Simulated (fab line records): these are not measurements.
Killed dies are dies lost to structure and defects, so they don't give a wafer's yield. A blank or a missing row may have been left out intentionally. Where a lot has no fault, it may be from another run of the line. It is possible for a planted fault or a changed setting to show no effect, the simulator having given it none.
fab line records	flow n5-finfet
record: lots: 3	wafers: 9	last-day: 16
route steps=1938 shown BEOL_M5@1182 BEOL_M6@1194 PASSIVATION@1936
lots untouched by any fault: they come from a run of this same line in which no faults occurred
start-h: hours from the record's opening day to when the first of the lot's shown wafers began	wait-h: hours since the lot's step before	" repeats the value in the row above	L1.1+2: a single row standing in for several wafers	- no value, or no start was given	* or withheld: withheld	< > ~ a bound
route shown NAME@n: names a module that has steps shown in the file, with the first one's number in the route	usual: mean and standard deviation over wafers with no fault	same: alike in all rows	chamber/n: place in a boat	sites: per-site readings	_std_site: standard deviation of those values	_edge_site: outer sites' mean less inner sites'	radius-mm: how far each site lies from the wafer's centre	mask NAME#n: copy n	behind: tool/chamber where the wafer was last shaped	hold: why the lot went on hold/how many hours it stayed there/how the hold came to an end	device: names the non-switching transistor (n, p or np)	end of line: at the end of the route, the tests of the same wafers	for a step that has no rows: nothing shown but its recipe	killed: at the first sort, the dies lost to defects and structure; wafer yield is something else	map: a wafer's dies, marking killed ones x, the rest . and places with no die _
set.NAME: setting as actually run; set.NAME@STEP: the setting as run at that earlier step	model.NAME: the simulator's own value behind a step, which no gauge read
a table for each step, a row for each wafer; lots at some steps of the route
services: from which hour (start-h, from the record's first day; less than 0 if before it) a tool's chamber was out of use, for how many hours, and why
== steps ==
step: N5_BEOL_M5_ANNEAL_89
recipe: temp-c: 400	time-s: 1800	ambient: vacuum
step: N5_BEOL_M5_SPUTTER_90
recipe: material: Cu	target-thk-a: 45	temp-c: -20	chamber-pressure-pa: 0.07	power-w: withheld	time-s: 8.29
step: N5_BEOL_M5_ECD_50
recipe: material: Cu	target-thk-a: 3000
step: N5_BEOL_M5_ANNEAL_51
recipe: temp-c: 225	time-s: 90	ambient: N2
step: N5_BEOL_M5_CMP_52
recipe: stop-on: SiCOH_lowk	t-overpolish-s: 6.9	down-force-psi: 1	platen-rpm: 50	clearing-platen-down-force-psi: 1.5	clearing-platen-rpm: 50	post-cmp-clean: cu-alkaline	target-thk-nm: 62	clearing-platen-pad-velocity-m-s: 0.99484	pad-velocity-m-s: 0.99484
step: N5_BEOL_M5_PRE_CLEAN_77
recipe: gas: NH3/H2	time-s: 15	temp-c: *	rf-power-w: 300
step: N5_BEOL_M5_CO_CAP_78
recipe: material: Co	target-thk-a: 20	temp-c: 200	precursor: CCTBA/H2	pressure-torr: 30	time-s: 102.1
step: N5_BEOL_M5_PRE_CLEAN_55
recipe: gas: NH3	time-s: 15	temp-c: withheld	rf-power-w: 300
step: N5_BEOL_M5_DEP_56
recipe: material: SiCN	target-thk-a: 80	temp-c: withheld	precursor: 3MS/NH3	pressure-torr: 3	rf-w: 202	time-s: 14
step: N5_BEOL_M6_ILD_DEP_00
recipe: material: SiCOH_lowk	target-thk-a: 1797.5	temp-c: 300	precursor: DEMS/porogen	pressure-torr: 5	rf-w: 500	time-s: 33.4
usual: heater-power-w: 331/52	rf-fwd-power-W: 495.9/2.1	showerhead-plenum-p-Torr: 5.744/0.016	throttle-valve-pct: 14.1/0.88
lot.wafer	tool	chamber	start-h	wait-h	heater-power-w	rf-fwd-power-W	showerhead-plenum-p-Torr	throttle-valve-pct
L433.2	pecvd-04	1	217.90	0.0	413	497.4	5.759	14.0
L433.4	"	0	"	"	367	496.7	5.763	14.3
L433.5	"	1	"	"	409	498.0	5.735	14.0
L443.1	pecvd-04	0	287.73	0.0	344	496.5	5.749	14.6
L443.2	"	1	"	"	451	494.6	5.741	14.1
L443.4	"	0	"	"	354	495.1	5.772	14.5
L445.2	pecvd-02	2	291.34	0.0	341	494.2	5.743	13.2
L445.3	"	1	"	"	299	497.5	5.740	14.7
L445.4	"	0	"	"	298	499.7	5.763	15.8
step: N5_BEOL_M6_CURE_74
recipe: temp-c: 385	time-s: 240	ambient: He/Ar	material: SiCOH_lowk
step: N5_BEOL_M6_PECVD_70
recipe: material: SiO2	target-thk-a: 200	temp-c: 400	precursor: TEOS/O2	pressure-torr: 5.5	rf-w: 450	teos-flow-sccm: 53.8	gas: O2	flow-sccm: 3000	time-s: 22.7
step: N5_BEOL_M6_HM_DEP_02
recipe: material: TiN	target-thk-a: 200	temp-c: 25	chamber-pressure-pa: 0.49996
step: N5_BEOL_M6_COAT_59
recipe: resist: SOC	temp-c: 250	time-s: 60	spin-rpm: 1500	resist-thk-nm: 100
step: N5_BEOL_M6_COAT_60
recipe: resist: SiARC	temp-c: 220	time-s: 60	spin-rpm: 1500	resist-thk-nm: 35
step: N5_BEOL_M6_COAT_05
recipe: resist: CAR-ArF	spin-rpm: 1500	resist-thk-nm: 90
step: N5_BEOL_M6_EBR_07
recipe: solvent: PGMEA	ebr-width-mm: 1.5
step: N5_BEOL_M6_SOFTBAKE_06
recipe: temp-c: 110	time-s: 60	resist: CAR-ArF
step: N5_BEOL_M6_EXPOSE_08
recipe: mask-id: M6	na: 1.35	source-shape: dipole	sigma-inner: 0.817	sigma-outer: 0.97	polarization: te	dose-mj: 68.25
step: N5_BEOL_M6_PEB_09
recipe: peb-temp-c: withheld	peb-time-s: 60	resist: CAR-ArF
step: N5_BEOL_M6_DEVELOP_10
recipe: develop-time-s: 30	developer: TMAH	resist: CAR-ArF	rinse-liquid: diw	dry: air-spin	dev-temp-c: 23
step: N5_BEOL_M6_INSPECT_13
recipe: mode: adi	inspect-instrument: brightfield
usual: raw-defect-count: 384/84
lot.wafer	tool	chamber	start-h	wait-h	raw-defect-count
L433.2	defect-inspect-01	-	220.00	0.0	402
L433.4	"	-	"	"	425
L433.5	"	-	"	"	520
L443.1	defect-inspect-01	-	290.06	0.0	438
L443.2	"	-	"	"	1347
L443.4	"	-	"	"	320
L445.2	defect-inspect-02	-	293.89	0.0	383
L445.3	"	-	"	"	480
L445.4	"	-	"	"	378
step: N5_BEOL_M6_DESCUM_16
recipe: chemistry: O2	time-s: 7.9	source-power-w: 50	bias-power-w: 20	pressure-mtorr: 20	rf-frequency-hz: 2.712e+07	temp-c: 40	resist: CAR-ArF	o2-flow-sccm: 225
step: N5_BEOL_M6_ETCH_61
recipe: chemistry: CF4	target: SiARC	target-depth-a: 455	mask-material: CAR-ArF	time-s: 75.8	ion-energy-ev: 80	pressure-mtorr: 40	source-w: 545	bias-w: 36	Ar_flow_sccm: 100	cf4-flow-sccm: 100	ends: cleared
step: N5_BEOL_M6_ETCH_62
recipe: chemistry: N2/H2	target: SOC	target-depth-a: 1100	overetch-a: 220	mask-material: SiARC	temp-c: 40	time-s: 165	ion-energy-ev: 200	pressure-mtorr: 30	source-w: 840	bias-w: 150	n2-flow-sccm: 200	h2-flow-sccm: 200
step: N5_BEOL_M6_STRIP_68
recipe: chemistry: N2/H2	temp-c: 40	n2-flow-sccm: 200	h2-flow-sccm: 200	rf-frequency-hz: 6e+07
step: N5_BEOL_M6_STRIP_67
recipe: chemistry: CF4	resist: SiARC	power-w: 300	bias-power-w: 75	pressure-mtorr: 50	cf4-flow-sccm: 150	rf-frequency-hz: 6e+07
step: N5_BEOL_M6_HM_OPEN_17
recipe: chemistry: Cl2/BCl3	target-depth-a: 200	overetch-a: 60	target: TiN	mask-material: SOC	ion-energy-ev: 150	pressure-mtorr: 10	icp-w: 1000	bias-w: 126	Cl2_flow_sccm: 53.25	bcl3-flow-sccm: 21.75	Ar_flow_sccm: 25
step: N5_BEOL_M6_STRIP_19
recipe: chemistry: O2	power-w: 400	temp-c: 40	pressure-mtorr: 30	rf-frequency-hz: 6e+07	bias-power-w: 0	overash-fraction: 0.2	o2-flow-sccm: 225
step: N5_BEOL_M6_COAT_63
recipe: resist: SOC	temp-c: 250	time-s: 60	spin-rpm: 1500	resist-thk-nm: 60
step: N5_BEOL_M6_COAT_64
recipe: resist: SiARC	temp-c: 220	time-s: 60	spin-rpm: 1500	resist-thk-nm: 12
step: N5_BEOL_M6_COAT_71
recipe: resist: underlayer	temp-c: 205	time-s: 60	spin-rpm: 1500	resist-thk-nm: 5
step: N5_BEOL_M6_COAT_22
recipe: resist: CAR-EUV	spin-rpm: 1500	resist-thk-nm: 30
step: N5_BEOL_M6_EBR_24
recipe: solvent: PGMEA	ebr-width-mm: 1.5
step: N5_BEOL_M6_SOFTBAKE_23
recipe: temp-c: 110	time-s: 60	resist: CAR-EUV
step: N5_BEOL_M6_INSPECT_30
recipe: mode: adi	inspect-instrument: brightfield
usual: raw-defect-count: 384/83
lot.wafer	tool	chamber	start-h	wait-h	raw-defect-count
L433.2	defect-inspect-01	-	221.56	0.0	378
L433.4	"	-	"	"	444
L433.5	"	-	"	"	509
L443.1	defect-inspect-01	-	292.30	0.1	449
L443.2	"	-	"	"	1380
L443.4	"	-	"	"	336
L445.2	defect-inspect-01	-	296.20	0.0	406
L445.3	"	-	"	"	487
L445.4	"	-	"	"	404
step: N5_PASSIVATION_PROBE_49
usual: defect-limited-yield: 91.3/1.5	killed_at_M0_to_M3: 35/10	killed_at_M4_up: 13/5.3	killed-at-contacts: 12/5.7	killed-at-front-end: 39/11	killed-at-other: 3.3/2.7	killed-dies: 102/18	killed-open: 67/13	killed-short: 34/7.8	sort_bin_5_function: 5.1/1	sort_bin_6_memory: 3.3/0.68	sort-n-pass: 1078/18	sort-yield-pct: 91.3/1.5
same: gross-dies: 1180	killed-at-back-side: 0	sort_bin_4_leakage[%]: 0	sort_bin_8_speed[%]: 0
lot.wafer	tool	chamber	start-h	wait-h	defect-limited-yield[%]	killed_at_M0_to_M3	killed_at_M4_up	killed-at-contacts	killed-at-front-end	killed-at-other	killed-dies	killed-open	killed-short	sort_bin_5_function[%]	sort_bin_6_memory[%]	sort-n-pass	sort-yield-pct[%]
L443.2	prober-01	-	372.89	0.1	79.8	41	157	10	27	3	238	62	30	11.4	5.4	942	79.8
killed by level:class
L443.2 BEOL_M6:unspecified=145 BEOL_M0_SAQP:geometric-particle:open=18 BEOL_M0_SAQP:geometric-particle:short=11 MOL_CONTACT_COAG:geometric-particle:open=9 FIN_SAQP:geometric-particle:open=5 STI_FIN_REVEAL:geometric-particle:open=5 BEOL_M5:geometric-particle:open=5 FIN_SAQP:geometric-particle:short=4
map L443.2 (x killed, . not)
_________________............________________
______________.......x.........._____________
___________x..x........x......x....__________
__________x....x..x......x.........._________
________...........x...........x.x.x.._______
_______.x...........x..................______
______..x...........x..................._____
_____..........x.....x.........x.....x...____
____....x............x........x....x......___
___.x...............x...................x..__
___..............x....................x..x.__
__...........................x.............._
__..x....x.....x.........x...x....xx.xx....._
_....x.x........x.......x..x...x.x.x.xx.x....
_........xx..x................xxxxxxxxx.x....
_.........x.............x...xxxxxxxxxxxxx.x..
_.......x................x...xxxxxxxxxxxx....
_................xx..x......xxxxxxxxxxxxxxx..
_..x.....x...............xxxxxxxxxxxxxxxxxxx.
_...............x..........xxxxxxxxxxxxxxx...
_x.....x...............x.x.xxxxxxxxxxxxx.xx..
__.x.....................x.xxxxxxxxxxxxxxxx._
__............x..............xxxxxxx.xxxx..._
___..................xx......x..x.xxxxxx.x.__
___.x............x.x...........xxxxxx......__
____........................x.............___
_____.......x......................xx....____
______.........................x....x..._____
_______..........x.........xx......x...______
________..............x....x.........._______
__________.....................x...._________
___________...x...x.......x..x.....__________
______________......xx.........._____________
_________________............________________
map L433.2 (x killed, . not)
_________________............________________
______________...x.........x...x_____________
___________...........x..x.........__________
__________.x........................_________
________.........xxx..xxx..xx.....x..._______
_______..x......x..........x...x....x..______
______...........................x.....x_____
_____............x.....................x.____
____..x......x..x.....x.x..x.......x....x.___
___x.x.xx.....x.......x...............x....__
___x.x....x..x...........x..........x......__
__........x................................._
__.x......................x.........x......._
_.........xx...............................x.
_.....x.....................................x
_.......x....x..........x..........x.x.......
_...x...................x...x.......x.....x..
_.............x......x.......x...............
_.............................x..x...........
_...xx....x..x..x...................x........
_...........x....x.x.x.x....x..............x.
__.................x.........x.............._
__.x..x................x....x.........x....._
___..............x....x................x...__
___......x...x.....x..................x....__
____........x..........xxx........x.......___
_____.........................x.......xx.____
______.x....xx..........x..............._____
_______......x.x.............x..x.....x______
________..x..x..x....x...x..x........._______
__________xx.......x.x...........x.._________
___________...x.......x.....x.x.x..__________
______________.x.x........x....._____________
_________________............________________
== services ==
tool	chamber	start-h	hours	kind
pecvd-04	2	202.39	-	clean
pecvd-04	2	202.39	-	consumable-replace:showerhead
pecvd-04	2	202.39	29.0	scheduled-down
pecvd-04	2	202.39	29.0	vent-cycle
pecvd-02	-	256.77	4.3	pm
pecvd-02	0	272.77	6.2	repair
== key ==
first-sign: step: N5_BEOL_M6_INSPECT_13	reading: raw-defect-count	direction: up	sigmas: 12	usual: 384	struck: 1347
effect: step: N5_BEOL_M6_INSPECT_30	reading: raw-defect-count	direction: up	sigmas: 12	usual: 384	struck: 1380
effect: step: N5_PASSIVATION_PROBE_49	reading: killed_at_M4_up	direction: up	sigmas: 27	usual: 13	struck: 157
more-kills-born-at: N5_BEOL_M6_ILD_DEP_00@pecvd-04: 145
met-at N5_BEOL_M6_ILD_DEP_00
struck-wafers L443.2
onset-between 217.90 287.73
fault: kind: chamber-particle-source	tool: pecvd-04	chamber: 1	onset-h: 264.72	steps: N5_BEOL_M6_ILD_DEP_00	rate-per-visit-cm2: 1.5094	end-h: 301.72
